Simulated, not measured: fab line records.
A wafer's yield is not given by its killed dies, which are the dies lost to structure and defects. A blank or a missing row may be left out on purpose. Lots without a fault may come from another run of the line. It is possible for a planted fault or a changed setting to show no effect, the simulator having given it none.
Which tool did it? :: flow nand-harc :: 6 lots, 18 wafers sampled, at 2 steps of a route of 1302

WHAT THE GAUGES READ, wafer by wafer
NHARC_P_STI_CD_MEAS_09: the cd target is 200 nm.
lot: L986
measured: day 3 15:53
on: cd-sem-03
cd-nm (nm): 199.2 200.4 200.2

lot: L988
measured: day 4 12:22
on: cd-sem-02
cd-nm (nm): 196.6 199.3 197.9

lot: L993
measured: day 6 15:09
on: cd-sem-02
cd-nm (nm): 200.2 198.7 199.0

lot: L103
measured: day 10 18:28
on: cd-sem-03
cd-nm (nm): 197.4 198.3 198.2

lot: L105
measured: day 11 14:24
on: cd-sem-02
cd-nm (nm): 199.6 200.6 203.3

WHAT TOOL EACH LOT RAN ON (gives the tool, then ch and the chambers of the sampled wafers, and finally the start)
lot: L986
NHARC_P_ZERO_WELL_IMPLANT_55: implanter-01 ch 0, day 2 21:51

lot: L988
NHARC_P_ZERO_WELL_IMPLANT_55: implanter-02 ch 0, day 3 17:59

lot: L993
NHARC_P_ZERO_WELL_IMPLANT_55: implanter-02 ch 0, day 5 20:11

lot: L997
NHARC_P_ZERO_WELL_IMPLANT_55: implanter-01, day 7 12:14

lot: L103
NHARC_P_ZERO_WELL_IMPLANT_55: implanter-01 ch 0, day 9 23:56

lot: L105
NHARC_P_ZERO_WELL_IMPLANT_55: implanter-02 ch 0, day 10 20:01
- NHARC_P_ZERO_WELL_IMPLANT_55

THE ANSWER, worked out from the rows above alone
Rule: usual is defined by the lots themselves. The widest of any qualifying gaps counts: lots, ordered by their means at a reading, are off when they make up no more than a third of the lots, leave a main group of 4 or more, and stand apart from it by 3 or more times the standard deviation of that group's means. If all means in a main group match to the digits the tables above print for the reading, that group is not used. A lot without any number at a reading at which 4 lots or more have one is off too. All remaining lots with rows at the step are treated as sound.
Across all readings shown, no lot is off: no conclusion can be drawn from this.

WHAT THE SIMULATOR HAD PUT IN
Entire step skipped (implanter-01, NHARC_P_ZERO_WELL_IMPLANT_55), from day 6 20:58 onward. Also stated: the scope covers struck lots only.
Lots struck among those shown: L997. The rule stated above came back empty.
